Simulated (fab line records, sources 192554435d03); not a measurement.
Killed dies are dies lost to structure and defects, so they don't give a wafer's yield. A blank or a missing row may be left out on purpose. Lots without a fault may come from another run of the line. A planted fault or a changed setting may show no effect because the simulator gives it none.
Split-lot experiment | flow n5_finfet | 7 lots, 21 wafers read, on a route of 1938 steps

THE SPLIT
At N5_BEOL_M4_COAT_22 (resist thk 30 nm), the setting spin_rpm was moved away from the recipe's 1500 rpm on 7 of the 21 wafers read, by -11.1% to -6.1%. The other wafers ran this setting at the recipe's value.

FROM THE SPLIT TO THE READING: what the file shows between them, 2 steps
- N5_BEOL_M4_EBR_24
- N5_BEOL_M4_SOFTBAKE_23: time 60 s

THE READING
CAR-EUV_of_BEOL_M4_COAT_22.thk_nm (the simulator's own value, which no gauge read), in nm, at N5_BEOL_M4_DESCUM_33 (chemistry O2, time 7 s). The file gives no usual value for it. The 14 wafers here that ran the recipe average 26.0 nm, standard deviation 0.13 nm.

wafer  | tool, chamber at the split | spin_rpm as run, rpm | against the recipe | CAR-EUV_of_BEOL_M4_COAT_22.thk_nm, nm | against lot-mates on the recipe
L075.1 | litho_track-05, 0          | 1347                 | -10.2%             | 27.4                                  | +1.5
L075.2 | litho_track-05, 0          | 1500                 | recipe             | 25.8                                  | -
L075.4 | litho_track-05, 0          | 1500                 | recipe             | 26                                    | -
L081.2 | litho_track-02, 0          | 1500                 | recipe             | 26                                    | -
L081.4 | litho_track-02, 0          | 1500                 | recipe             | 26                                    | -
L081.6 | litho_track-02, 0          | 1500                 | recipe             | 26.2                                  | -
L084.1 | litho_track-03, 0          | 1500                 | recipe             | 26.2                                  | -
L084.5 | litho_track-03, 0          | 1347                 | -10.2%             | 28                                    | +1.9
L084.6 | litho_track-03, 0          | 1500                 | recipe             | 26                                    | -
L086.1 | litho_track-02, 0          | 1500                 | recipe             | 26                                    | -
L086.4 | litho_track-02, 0          | 1500                 | recipe             | 26                                    | -
L086.5 | litho_track-02, 0          | 1500                 | recipe             | 26                                    | -
L090.1 | litho_track-05, 0          | 1408                 | -6.1%              | 26.8                                  | no lot-mate on the recipe
L090.2 | litho_track-05, 0          | 1408                 | -6.1%              | 26.8                                  | no lot-mate on the recipe
L090.4 | litho_track-05, 0          | 1408                 | -6.1%              | 26.8                                  | no lot-mate on the recipe
L095.1 | litho_track-05, 0          | 1500                 | recipe             | 26                                    | -
L095.2 | litho_track-05, 0          | 1500                 | recipe             | 25.8                                  | -
L095.3 | litho_track-05, 0          | 1500                 | recipe             | 26.2                                  | -
L096.1 | litho_track-05, 0          | 1500                 | recipe             | 26.2                                  | -
L096.2 | litho_track-05, 0          | 1333                 | -11.1%             | 28                                    | +1.8
L096.6 | litho_track-05, 0          | 1333                 | -11.1%             | 27.8                                  | +1.6

THE FIT
A straight line over all 21 wafers: CAR-EUV_of_BEOL_M4_COAT_22.thk_nm changes by -0.16 nm for each +1% of spin_rpm; r = -0.97; the points scatter about the line by 0.17 nm.
The same after taking each lot's own level away (the mean of its wafers on the recipe; 18 wafers): -0.159 nm for each +1%; r = -0.99; scatter 0.13 nm.
On that fit, the largest move of spin_rpm shifts the reading by 1.8 nm.
The lots' own levels span 25.90 to 26.20 nm, that is 2.3 times the standard deviation above.
So the lot-to-lot level changes the slope little: the two slopes agree.
Check: with one of the wafers moved furthest among these (-11.1%) left out of the fit, the line predicts +1.76 nm for it against its lot-mates. It came out at +1.8 nm against them.

OTHER SPLITS ON THESE WAFERS
These wafers also went through other splits before the reading. Each is held against what the fit with the lots' levels taken away leaves over:
other split on the same wafers | wafers away from the commonest value | r with CAR-EUV_of_BEOL_M4_COAT_22.thk_nm (lot level and that fit taken away)
N5_BEOL_M1_ETCH_64 bias_w      | 7                                    | +0.18
N5_BEOL_M2_ILD_DEP_00 time_s   | 2                                    | +0.09
N5_BEOL_M2_DESCUM_33 time_s    | 6                                    | -0.22
N5_BEOL_M3_COAT_67 spin_rpm    | 7                                    | +0.08
N5_BEOL_M3_COAT_76 spin_rpm    | 8                                    | +0.13
N5_BEOL_M4_PECVD_72 temp_c     | 6                                    | +0.35
N5_BEOL_M4_COAT_62 spin_rpm    | 11                                   | +0.23

THE WHOLE CHAIN: every reading that the file lists as answering this split, in the file's order
step                 | what it does           | reading                                                                            | change (the file's fit)               | r (the file's)
N5_BEOL_M4_COAT_22   | resist thk 30 nm       | CAR-EUV_of_BEOL_M4_COAT_22.thk_nm (the simulator's own value, which no gauge read) | -0.165 nm for each +1% of the setting | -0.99
N5_BEOL_M4_DESCUM_33 | chemistry O2, time 7 s | CAR-EUV_of_BEOL_M4_COAT_22.thk_nm (the simulator's own value, which no gauge read) | -0.161 nm for each +1% of the setting | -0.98

THE FILE'S OWN FIT
CAR-EUV_of_BEOL_M4_COAT_22.thk_nm changes by -0.161 nm for each +1% of spin_rpm, r = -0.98.
